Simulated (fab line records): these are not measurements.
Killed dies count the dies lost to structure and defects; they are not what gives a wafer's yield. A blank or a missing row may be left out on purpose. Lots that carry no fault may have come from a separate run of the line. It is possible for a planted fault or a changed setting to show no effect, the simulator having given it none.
8D (eight disciplines) problem report, filled in by code || flow nand_harc || the parts of the form that need people (team, actions taken, sign-off) are left out

1. WHAT IS WRONG
time_to_endpoint_s at NHARC_A_M1_CMP_23 reads a mean of 42.1 s on 3 wafers of 2 lots; wafers without a fault read 29.5 s with a standard deviation of 2.6. That is +4.8 standard deviations from the usual mean.
The step: polishes, t overpolish 20 s, target thk 154.34 nm.
Seen first at day 20 06:51 on cmp-01, wafer L446.1. The record holds 36 wafers of 12 lots with a number at this step. The rule behind "out" and "out of limits": a value lying over 4 standard deviations away from the usual mean. All remaining wafers that have a number are taken as sound.

2. WHAT IT IS AND WHAT IT IS NOT
{"question": "which readings at this step", "is": "time_to_endpoint_s", "is not": "motor_current_A"}
{"question": "which lots", "is": "L446, L451", "is not": "L438, L440, L441, L443, L445, L455, L456, L457, L460, L461"}
{"question": "which wafers of those lots", "is": "L446.1, L446.5, L451.1", "is not": "L446.4, L451.2, L451.4"}
{"question": "read on which tools", "is": "cmp-01, cmp-04", "is not": "cmp-03"}
{"question": "when", "is": "from day 20 06:51", "is not": "up to then (16 sound wafers); but 17 sound wafers of L451, L455, L456, L457, L460, L461 came after"}

3. WHAT RULES OUT EACH SUSPECT
Counting: a tool at a process step up to the reading stays a suspect if it ran every lot that is out. Sound lots after the first of them don't rule it out here, since some wafers of a struck lot are sound.
- ecd_cu-02 at NHARC_A_M1_ECD_22 (material Cu, target thk 400 nm): kept. Ran every lot that is out, first one L446 (day 20 06:06); last sound lot up to then L445 (day 20 03:40).
Remaining after the count: ecd_cu-02 at NHARC_A_M1_ECD_22.

4. THE CAUSE (what the simulator had put in)
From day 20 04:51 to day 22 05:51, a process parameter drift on ecd_cu-02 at NHARC_A_M1_ECD_22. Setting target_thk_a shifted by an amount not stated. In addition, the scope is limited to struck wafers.
After counting, this tool was the only one left.

5. THE CHAIN OF EFFECTS, in route order
Each row: a reading where the mean over the struck wafers with a number is more than 3 standard deviations away from the usual. Scope: only readings with a usual standard deviation given in the record; hours: median across lots of the time from each lot's start at the first step in this table that gives one to its start at this step; sigmas: change in usual standard deviations.
{"hours": 0, "step": "NHARC_A_M1_CMP_23", "reading": "time_to_endpoint_s", "usual": "29.5 s", "on struck wafers": 42.1, "change": "+12.6", "sigmas": "+4.8"}
Here are the process steps it includes:
- NHARC_A_M1_CMP_23: polishes, t overpolish 20 s, target thk 154.34 nm.
Later steps that measure or inspect, where all struck wafers having a row at the step show a number for every such reading and not one has moved that far: NHARC_A_M1_INSPECT_27.

6. HOW IT WOULD HAVE BEEN CAUGHT EARLIER
First out-of-limits reading in this record: day 20 06:51, which is 2 hours after fault onset at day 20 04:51.
Tool readings at NHARC_A_M1_ECD_22 with a usual standard deviation given in the record: none out on any struck wafer, hence no alarm at a limit of 4 standard deviations on them.
Among the 2 lots that are out, L451 began NHARC_A_M1_ECD_22 on ecd_cu-02 after day 20 06:51. A hold on the tool at that time would have spared it.
